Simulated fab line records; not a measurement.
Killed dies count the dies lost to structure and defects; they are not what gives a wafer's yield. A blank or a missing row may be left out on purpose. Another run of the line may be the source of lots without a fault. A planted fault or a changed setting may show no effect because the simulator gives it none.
Which tool was responsible? | flow n5-finfet | 23 lots with 69 wafers sampled at 6 steps, on a route of 1938 steps

WHAT THE GAUGES READ, wafer by wafer
N5_BEOL_M6_RS_MEAS_57: uses a four-point probe to measure. Usual: M6_RS typically reads 0.288 ohm/sq, with standard deviation 0.0081.
lot  | measured     | on            | M6_RS (ohm/sq)    | flag
L074 | day 8 20:38  | film-metro-01 | 0.288 0.289 0.296 |
L075 | day 9 13:34  | film-metro-01 | 0.291 0.286 0.281 |
L077 | day 9 17:14  | film-metro-01 | 0.292 0.285 0.293 |
L076 | day 9 18:43  | film-metro-01 | 0.303 0.296 0.283 |
L078 | day 9 19:20  | film-metro-02 | 0.299 0.291 0.312 |
L079 | day 10 06:38 | film-metro-02 | 0.285 0.297 0.286 |
L080 | day 10 07:30 | film-metro-01 | 0.293 0.283 0.290 |
L081 | day 10 19:51 | film-metro-02 | 0.271 0.300 0.275 |
L082 | day 10 21:48 | film-metro-01 | 0.288 0.287 0.291 |
L084 | day 11 06:09 | film-metro-01 | 0.286 0.289 0.282 |
L083 | day 11 14:29 | film-metro-01 | 0.301 0.290 0.288 |
L085 | day 11 22:10 | film-metro-01 | 0.290 0.288 0.292 |
L088 | day 12 16:37 | film-metro-02 | 0.304 0.293 0.304 |
L086 | day 12 18:26 | film-metro-02 | 0.286 0.286 0.285 |
L087 | day 12 18:37 | film-metro-01 | 0.295 0.300 0.291 |
L089 | day 13 00:14 | film-metro-01 | 0.282 0.294 0.289 |
L092 | day 13 05:32 | film-metro-02 | 0.291 0.280 0.289 |
L091 | day 13 11:31 | film-metro-01 | 0.277 0.282 0.291 |
L093 | day 13 23:07 | film-metro-02 | 0.282 0.281 0.289 |
L095 | day 14 15:22 | film-metro-02 | 0.276 0.287 0.292 |
L094 | day 14 16:37 | film-metro-01 | 0.279 0.297 0.269 |
L096 | day 14 18:04 | film-metro-02 | 0.281 0.286 0.288 |
L097 | day 14 19:11 | film-metro-01 | 0.297 0.295 0.287 |

N5_BEOL_M8_CD_MEAS_11: target cd 38.5 nm. Usual: cd-nm at 38.6 nm, with a standard deviation of 0.5.
lot  | measured     | on        | cd-nm (nm)     | flag
L074 | day 9 07:09  | cd-sem-01 | 39.4 38.3 39.2 |
L075 | day 10 00:21 | cd-sem-01 | 38.3 39.1 38.3 |
L077 | day 10 00:58 | cd-sem-03 | 39.5 38.5 38.0 |
L076 | day 10 05:36 | cd-sem-02 | 38.4 39.0 38.6 |
L078 | day 10 03:43 | cd-sem-03 | 38.3 39.3 39.0 |
L079 | day 10 21:34 | cd-sem-02 | 38.3 38.3 38.5 |
L080 | day 10 21:44 | cd-sem-03 | 38.4 37.2 38.5 |
L081 | day 11 05:41 | cd-sem-02 | 38.5 39.3 39.0 |
L082 | day 11 08:08 | cd-sem-02 | 38.4 37.5 38.7 |
L084 | day 11 16:19 | cd-sem-01 | 38.8 38.9 39.5 |
L083 | day 12 03:10 | cd-sem-02 | 38.1 38.6 38.6 |
L085 | day 12 14:33 | cd-sem-01 | 38.6 38.6 38.6 |
L088 | day 13 04:27 | cd-sem-01 | 39.0 38.7 38.4 |
L086 | day 13 04:49 | cd-sem-03 | 39.1 38.7 38.2 |
L087 | day 13 04:37 | cd-sem-01 | 38.6 38.4 38.5 |
L089 | day 13 08:00 | cd-sem-02 | 38.8 38.7 37.6 |
L092 | day 13 16:26 | cd-sem-03 | 38.3 38.6 38.6 |
L091 | day 13 22:47 | cd-sem-03 | 38.2 38.1 38.3 |
L093 | day 14 09:59 | cd-sem-02 | 38.0 39.3 39.1 |
L095 | day 15 01:04 | cd-sem-03 | 39.2 38.2 38.6 |
L094 | day 15 02:13 | cd-sem-03 | 38.8 38.3 38.2 |
L096 | day 15 07:19 | cd-sem-02 | 38.3 38.9 38.3 |
L097 | day 15 03:59 | cd-sem-01 | 38.5 39.1 38.2 |

WHAT TOOL EACH LOT RAN ON (gives the tool, then ch and the chambers of the sampled wafers, and finally the start)
lot  | N5_BEOL_M7_CURE_74            | N5_BEOL_M7_HM_OPEN_17             | N5_BEOL_M7_TRENCH_ETCH_37                     | N5_BEOL_M7_ETCH_41
L074 | uv-cure-01 ch 2, day 8 20:51  | rie-metal-03 ch 0,1, day 8 23:50  | rie-diel-05 ch 1,3, day 9 07:09 or earlier    | rie-diel-05 ch 1,3, day 9 07:09 or earlier
L075 | uv-cure-03 ch 2, day 9 14:14  | rie-metal-03 ch 0,1, day 9 16:19  | rie-diel-03 ch 0,2, day 10 00:21 or earlier   | rie-diel-03 ch 0,2, day 10 00:21 or earlier
L077 | uv-cure-03 ch 0, day 9 17:23  | rie-metal-01 ch 0,1, day 9 18:51  | rie-diel-05 ch 0,2,3, day 10 00:58 or earlier | rie-diel-05 ch 0,2,3, day 10 00:58 or earlier
L076 | uv-cure-03 ch 1, day 9 19:00  | rie-metal-02 ch 0,1, day 9 21:16  | rie-diel-05 ch 0,2,3, day 10 05:36 or earlier | rie-diel-05 ch 0,2,3, day 10 05:36 or earlier
L078 | uv-cure-01 ch 1, day 9 19:28  | rie-metal-02 ch 0,1, day 9 21:31  | rie-diel-03 ch 1,2, day 10 03:43 or earlier   | rie-diel-03 ch 1,2, day 10 03:43 or earlier
L079 | uv-cure-01 ch 1, day 10 07:07 | rie-metal-01 ch 0,1, day 10 11:49 | rie-diel-05 ch 0,1,3, day 10 21:34 or earlier | rie-diel-05 ch 0,1,3, day 10 21:34 or earlier
L080 | uv-cure-01 ch 2, day 10 07:52 | rie-metal-02 ch 0,1, day 10 11:53 | rie-diel-04 ch 0,2,3, day 10 21:44 or earlier | rie-diel-04 ch 0,2,3, day 10 21:44 or earlier
L081 | uv-cure-01 ch 0, day 10 20:04 | rie-metal-03 ch 0,1, day 10 22:38 | rie-diel-03 ch 0,1,2, day 11 05:41 or earlier | rie-diel-03 ch 0,1,2, day 11 05:41 or earlier
L082 | uv-cure-01 ch 2, day 10 22:05 | rie-metal-02 ch 0,1, day 10 23:43 | rie-diel-05 ch 0,1,2, day 11 08:08 or earlier | rie-diel-05 ch 0,1,2, day 11 08:08 or earlier
L084 | uv-cure-01 ch 0, day 11 06:22 | rie-metal-01 ch 0,1, day 11 08:57 | rie-diel-04 ch 2,3, day 11 16:19 or earlier   | rie-diel-04 ch 2,3, day 11 16:19 or earlier
L083 | uv-cure-01 ch 1, day 11 14:37 | rie-metal-01 ch 0,1, day 11 16:28 | rie-diel-05 ch 0,1,3, day 12 03:10 or earlier | rie-diel-05 ch 0,1,3, day 12 03:10 or earlier
L085 | uv-cure-03 ch 0, day 11 22:32 | rie-metal-01 ch 0,1, day 12 03:49 | rie-diel-03 ch 2,3, day 12 14:33 or earlier   | rie-diel-03 ch 2,3, day 12 14:33 or earlier
L088 | uv-cure-03 ch 2, day 12 16:44 | rie-metal-01 ch 0,1, day 12 19:25 | rie-diel-05 ch 0,1,2, day 13 04:27 or earlier | rie-diel-05 ch 0,1,2, day 13 04:27 or earlier
L086 | uv-cure-03 ch 1, day 12 18:38 | rie-metal-01 ch 0,1, day 12 20:38 | rie-diel-04 ch 0,1,3, day 13 04:49 or earlier | rie-diel-04 ch 0,1,3, day 13 04:49 or earlier
L087 | uv-cure-01 ch 1, day 12 18:44 | rie-metal-03 ch 0,1, day 12 20:46 | rie-diel-05 ch 0,2, day 13 04:37 or earlier   | rie-diel-05 ch 0,2, day 13 04:37 or earlier
L089 | uv-cure-03 ch 2, day 13 00:22 | rie-metal-02 ch 0,1, day 13 01:53 | rie-diel-05 ch 0,1,2, day 13 08:00 or earlier | rie-diel-05 ch 0,1,2, day 13 08:00 or earlier
L092 | uv-cure-02 ch 2, day 13 05:44 | rie-metal-03 ch 0, day 13 08:25   | rie-diel-03 ch 0,1, day 13 16:26 or earlier   | rie-diel-03 ch 0,1, day 13 16:26 or earlier
L091 | uv-cure-03 ch 2, day 13 11:39 | rie-metal-01 ch 0,1, day 13 14:01 | rie-diel-04 ch 0,2,3, day 13 22:47 or earlier | rie-diel-04 ch 0,2,3, day 13 22:47 or earlier
L093 | uv-cure-03 ch 1, day 13 23:19 | rie-metal-01 ch 0,1, day 14 02:59 | rie-diel-05 ch 0,1, day 14 09:59 or earlier   | rie-diel-05 ch 0,1, day 14 09:59 or earlier
L095 | uv-cure-01 ch 1, day 14 15:41 | rie-metal-02 ch 0,1, day 14 18:12 | rie-diel-04 ch 1,2, day 15 01:04 or earlier   | rie-diel-04 ch 1,2, day 15 01:04 or earlier
L094 | uv-cure-03 ch 0, day 14 16:49 | rie-metal-01 ch 0,1, day 14 18:45 | rie-diel-05 ch 0,1,2, day 15 02:13 or earlier | rie-diel-05 ch 0,1,2, day 15 02:13 or earlier
L096 | uv-cure-01 ch 1, day 14 18:20 | rie-metal-01 ch 0,1, day 14 21:46 | rie-diel-03 ch 0,2, day 15 07:19 or earlier   | rie-diel-03 ch 0,2, day 15 07:19 or earlier
L097 | uv-cure-03 ch 1, day 14 19:24 | rie-metal-02 ch 0,1, day 14 21:50 | rie-diel-05 ch 0,1,2, day 15 03:59 or earlier | rie-diel-05 ch 0,1,2, day 15 03:59 or earlier
- N5_BEOL_M7_CURE_74: cures SiCOH lowk, time 240 s.
- N5_BEOL_M7_HM_OPEN_17: chemistry Cl2/BCl3, target TiN, target depth 20 nm, overetch 6 nm.
- N5_BEOL_M7_TRENCH_ETCH_37: etches SiCOH lowk in C4F6/O2, target depth 93.478 nm, time 31.2 s.
- N5_BEOL_M7_ETCH_41: etches SiCN in CH3F/O2, target depth 31.9 nm, time 57.8 s.

AS READ BY THE TOOLS THEMSELVES (means over the sampled wafers that have a number; for cases with no such wafer, the mark the record gives instead)
N5_BEOL_M7_CURE_74. Usual: lamp-power-pct 52.32 %, standard deviation 0.058; wafer_temp_C_max 386.7, standard deviation 0.46.
lot  | tool       | lamp-power-pct (%) | wafer_temp_C_max | flag
L074 | uv-cure-01 | 52.34              | 386.1            |
L075 | uv-cure-03 | 52.31              | 386.6            |
L077 | uv-cure-03 | 52.35              | 386.6            |
L076 | uv-cure-03 | 52.34              | 386.9            |
L078 | uv-cure-01 | 52.32              | 386.3            |
L079 | uv-cure-01 | 52.28              | 386.8            |
L080 | uv-cure-01 | 52.36              | 386.4            |
L081 | uv-cure-01 | 52.31              | 386.8            |
L082 | uv-cure-01 | 52.30              | 386.1            |
L084 | uv-cure-01 | 52.37              | 386.3            |
L083 | uv-cure-01 | 52.34              | 386.4            |
L085 | uv-cure-03 | 52.27              | 387.1            |
L088 | uv-cure-03 | 52.33              | 387.5            |
L086 | uv-cure-03 | 52.33              | 386.9            |
L087 | uv-cure-01 | 52.31              | 386.3            |
L089 | uv-cure-03 | 52.27              | 387.1            |
L092 | uv-cure-02 | 52.35              | 386.2            |
L091 | uv-cure-03 | 52.29              | 386.7            |
L093 | uv-cure-03 | 52.34              | 387.3            |
L095 | uv-cure-01 | 52.31              | 386.7            |
L094 | uv-cure-03 | 52.26              | 387.0            |
L096 | uv-cure-01 | 52.28              | 386.3            |
L097 | uv-cure-03 | 52.31              | 387.0            |

N5_BEOL_M7_HM_OPEN_17. Usual: drypump-motor-current-A 5.79 A, standard deviation 0.19; mfc-ar-sccm 25.00 sccm, standard deviation 0.076; oes-product-au 0.65 a.u., standard deviation 0.041; rf-fwd-power-W 993 W, standard deviation 3; throttle-valve-pct 22.12 %, standard deviation 0.28.
lot  | tool         | drypump-motor-current-A (A) | mfc-ar-sccm (sccm) | oes-product-au (a.u.) | rf-fwd-power-W (W) | throttle-valve-pct (%) | flag
L074 | rie-metal-03 | 6.04                        | 24.92              | 0.73                  | 993                | 22.27                  |
L075 | rie-metal-03 | 6.02                        | 24.94              | 0.67                  | 993                | 22.07                  |
L077 | rie-metal-01 | 5.82                        | 24.98              | 0.65                  | 994                | 22.27                  |
L076 | rie-metal-02 | 5.59                        | 25.03              | 0.66                  | 994                | 21.99                  |
L078 | rie-metal-02 | 5.58                        | 24.97              | 0.65                  | 990                | 22.02                  |
L079 | rie-metal-01 | 5.81                        | 24.96              | 0.65                  | 996                | 22.27                  |
L080 | rie-metal-02 | 5.57                        | 25.03              | 0.65                  | 991                | 22.01                  |
L081 | rie-metal-03 | 6.01                        | 25.01              | 0.66                  | 994                | 22.10                  |
L082 | rie-metal-02 | 5.52                        | 24.99              | 0.65                  | 995                | 22.02                  |
L084 | rie-metal-01 | 5.84                        | 24.95              | 0.64                  | 989                | 22.06                  |
L083 | rie-metal-01 | 5.82                        | 25.13              | 0.65                  | 995                | 22.03                  |
L085 | rie-metal-01 | 5.83                        | 25.05              | 0.65                  | 992                | 22.05                  |
L088 | rie-metal-01 | 5.82                        | 24.96              | 0.65                  | 995                | 22.05                  |
L086 | rie-metal-01 | 5.83                        | 25.06              | 0.64                  | 994                | 22.28                  |
L087 | rie-metal-03 | 6.03                        | 25.12              | 0.66                  | 993                | 22.09                  |
L089 | rie-metal-02 | 5.51                        | 25.00              | 0.64                  | 993                | 22.00                  |
L092 | rie-metal-03 | 6.01                        | 24.90              | 0.62                  | 991                | 21.89                  |
L091 | rie-metal-01 | 5.86                        | 24.93              | 0.64                  | 996                | 22.05                  |
L093 | rie-metal-01 | 5.84                        | 24.99              | 0.63                  | 994                | 22.07                  |
L095 | rie-metal-02 | 5.59                        | 24.91              | 0.64                  | 993                | 22.03                  |
L094 | rie-metal-01 | 5.81                        | 25.00              | 0.63                  | 992                | 22.06                  |
L096 | rie-metal-01 | 5.83                        | 25.03              | 0.63                  | 994                | 22.05                  |
L097 | rie-metal-02 | 5.57                        | 24.99              | 0.64                  | 995                | 22.03                  |

N5_BEOL_M7_TRENCH_ETCH_37. Usual: value, then standard deviation, for each; drypump-motor-current-A 5.6 A / 0.4; mfc-ar-sccm 300.1 sccm / 0.91; oes-product-au 0.79 a.u. / 0.08; rf-fwd-power-W 339.4 W / 1.5; rf-vpp-V 667 V / 13; showerhead-plenum-p-Torr 2.82 Torr / 0.1; throttle-valve-pct 20.85 % / 0.26.
lot  | tool        | drypump-motor-current-A (A) | mfc-ar-sccm (sccm) | oes-product-au (a.u.) | rf-fwd-power-W (W) | rf-vpp-V (V) | showerhead-plenum-p-Torr (Torr) | throttle-valve-pct (%) | flag
L074 | rie-diel-05 | 5.5                         | 299.9              | 0.80                  | 339.0              | 657          | 2.81                            | 20.85                  |
L075 | rie-diel-03 | 5.9                         | 299.8              | 0.70                  | 338.8              | 662          | 2.86                            | 21.19                  |
L077 | rie-diel-05 | 5.7                         | 299.5              | 0.82                  | 337.6              | 658          | 2.84                            | 20.89                  |
L076 | rie-diel-05 | 5.7                         | 299.2              | 0.82                  | 338.1              | 659          | 2.84                            | 20.90                  |
L078 | rie-diel-03 | 5.3                         | 299.9              | 0.86                  | 340.4              | 667          | 2.84                            | 20.87                  |
L079 | rie-diel-05 | 5.7                         | 299.1              | 0.81                  | 339.6              | 663          | 2.79                            | 20.70                  |
L080 | rie-diel-04 | 5.6                         | 299.9              | 0.80                  | 340.8              | 660          | 2.84                            | 20.83                  |
L081 | rie-diel-03 | 5.6                         | 301.4              | 0.78                  | 339.9              | 666          | 2.85                            | 21.05                  |
L082 | rie-diel-05 | 5.8                         | 300.7              | 0.78                  | 339.5              | 673          | 2.78                            | 20.73                  |
L084 | rie-diel-04 | 5.3                         | 300.5              | 0.79                  | 338.9              | 669          | 2.93                            | 20.66                  |
L083 | rie-diel-05 | 5.7                         | 299.7              | 0.80                  | 339.9              | 663          | 2.78                            | 20.70                  |
L085 | rie-diel-03 | 6.0                         | 299.9              | 0.74                  | 339.5              | 682          | 2.77                            | 20.97                  |
L088 | rie-diel-05 | 5.8                         | 300.9              | 0.77                  | 339.7              | 672          | 2.77                            | 20.75                  |
L086 | rie-diel-04 | 5.6                         | 300.0              | 0.85                  | 340.6              | 669          | 2.85                            | 20.77                  |
L087 | rie-diel-05 | 6.0                         | 299.9              | 0.82                  | 339.1              | 666          | 2.81                            | 20.75                  |
L089 | rie-diel-05 | 5.8                         | 299.7              | 0.76                  | 340.0              | 671          | 2.77                            | 20.75                  |
L092 | rie-diel-03 | 5.5                         | 300.1              | 0.76                  | 338.5              | 656          | 2.92                            | 21.19                  |
L091 | rie-diel-04 | 5.6                         | 300.3              | 0.78                  | 340.3              | 660          | 2.83                            | 20.86                  |
L093 | rie-diel-05 | 5.7                         | 299.8              | 0.76                  | 339.7              | 677          | 2.71                            | 20.57                  |
L095 | rie-diel-04 | 5.0                         | 300.1              | 0.77                  | 339.4              | 664          | 2.73                            | 20.87                  |
L094 | rie-diel-05 | 5.8                         | 299.8              | 0.76                  | 338.5              | 672          | 2.76                            | 20.77                  |
L096 | rie-diel-03 | 5.9                         | 299.6              | 0.85                  | 339.7              | 678          | 3.00                            | 20.87                  |
L097 | rie-diel-05 | 5.8                         | 300.2              | 0.76                  | 340.1              | 672          | 2.76                            | 20.78                  |

N5_BEOL_M7_ETCH_41. Usual: value, then standard deviation, for each; drypump-motor-current-A 5.6 A / 0.39; mfc-ar-sccm 150.0 sccm / 0.44; oes-product-au 0.79 a.u. / 0.081; rf-fwd-power-W 390.6 W / 1.4; rf-vpp-V 297.0 V / 1.6; showerhead-plenum-p-Torr 1.98 Torr / 0.073; throttle-valve-pct 16.25 % / 0.26.
lot  | tool        | drypump-motor-current-A (A) | mfc-ar-sccm (sccm) | oes-product-au (a.u.) | rf-fwd-power-W (W) | rf-vpp-V (V) | showerhead-plenum-p-Torr (Torr) | throttle-valve-pct (%) | flag
L074 | rie-diel-05 | 5.4                         | 150.1              | 0.79                  | 389.9              | 297.2        | 1.98                            | 16.27                  |
L075 | rie-diel-03 | 5.8                         | 149.3              | 0.70                  | 390.6              | 297.7        | 2.01                            | 16.63                  |
L077 | rie-diel-05 | 5.7                         | 149.7              | 0.82                  | 391.0              | 298.2        | 1.99                            | 16.24                  |
L076 | rie-diel-05 | 5.7                         | 149.7              | 0.81                  | 390.5              | 296.3        | 1.99                            | 16.26                  |
L078 | rie-diel-03 | 5.2                         | 150.1              | 0.86                  | 391.8              | 297.2        | 2.00                            | 16.25                  |
L079 | rie-diel-05 | 5.7                         | 149.7              | 0.81                  | 391.6              | 296.0        | 1.96                            | 16.12                  |
L080 | rie-diel-04 | 5.5                         | 150.5              | 0.81                  | 392.3              | 298.0        | 1.99                            | 16.21                  |
L081 | rie-diel-03 | 5.6                         | 149.9              | 0.77                  | 390.5              | 297.6        | 2.00                            | 16.44                  |
L082 | rie-diel-05 | 5.8                         | 150.1              | 0.78                  | 390.9              | 296.9        | 1.95                            | 16.16                  |
L084 | rie-diel-04 | 5.3                         | 150.0              | 0.80                  | 391.2              | 298.1        | 2.05                            | 16.04                  |
L083 | rie-diel-05 | 5.7                         | 150.0              | 0.80                  | 390.4              | 296.5        | 1.95                            | 16.14                  |
L085 | rie-diel-03 | 5.9                         | 149.8              | 0.74                  | 389.6              | 296.2        | 1.94                            | 16.38                  |
L088 | rie-diel-05 | 5.8                         | 149.9              | 0.77                  | 390.0              | 296.9        | 1.95                            | 16.19                  |
L086 | rie-diel-04 | 5.6                         | 149.9              | 0.85                  | 391.4              | 297.2        | 2.01                            | 16.13                  |
L087 | rie-diel-05 | 5.9                         | 149.9              | 0.83                  | 390.6              | 296.9        | 1.97                            | 16.12                  |
L089 | rie-diel-05 | 5.8                         | 150.2              | 0.77                  | 389.9              | 296.2        | 1.94                            | 16.18                  |
L092 | rie-diel-03 | 5.5                         | 150.1              | 0.76                  | 391.1              | 298.8        | 2.05                            | 16.59                  |
L091 | rie-diel-04 | 5.6                         | 150.2              | 0.77                  | 391.8              | 297.0        | 1.99                            | 16.26                  |
L093 | rie-diel-05 | 5.7                         | 149.5              | 0.77                  | 390.8              | 295.8        | 1.90                            | 16.05                  |
L095 | rie-diel-04 | 5.0                         | 149.6              | 0.78                  | 390.0              | 295.4        | 1.92                            | 16.30                  |
L094 | rie-diel-05 | 5.8                         | 150.0              | 0.75                  | 389.3              | 295.8        | 1.94                            | 16.21                  |
L096 | rie-diel-03 | 5.9                         | 149.6              | 0.86                  | 390.7              | 300.3        | 2.11                            | 16.25                  |
L097 | rie-diel-05 | 5.8                         | 150.6              | 0.76                  | 389.3              | 295.4        | 1.94                            | 16.21                  |

THE ANSWER, worked out from the rows above alone
Rule: a lot is off if the mean of its wafers that have a number lies more than 3 standard deviations from the usual mean. A lot without any number at a reading at which 4 lots or more have one is off too. Any other lot the step has rows for is counted as sound. First the gauges in route order, then the tools' own readings, where a lot's mean is used as printed above. The first step at which some lot is off is used, and at that step the reading that is off furthest; a lot without a number counts as furthest.
None of the lots is off at any reading shown; this tells nothing.

WHAT THE SIMULATOR HAD PUT IN
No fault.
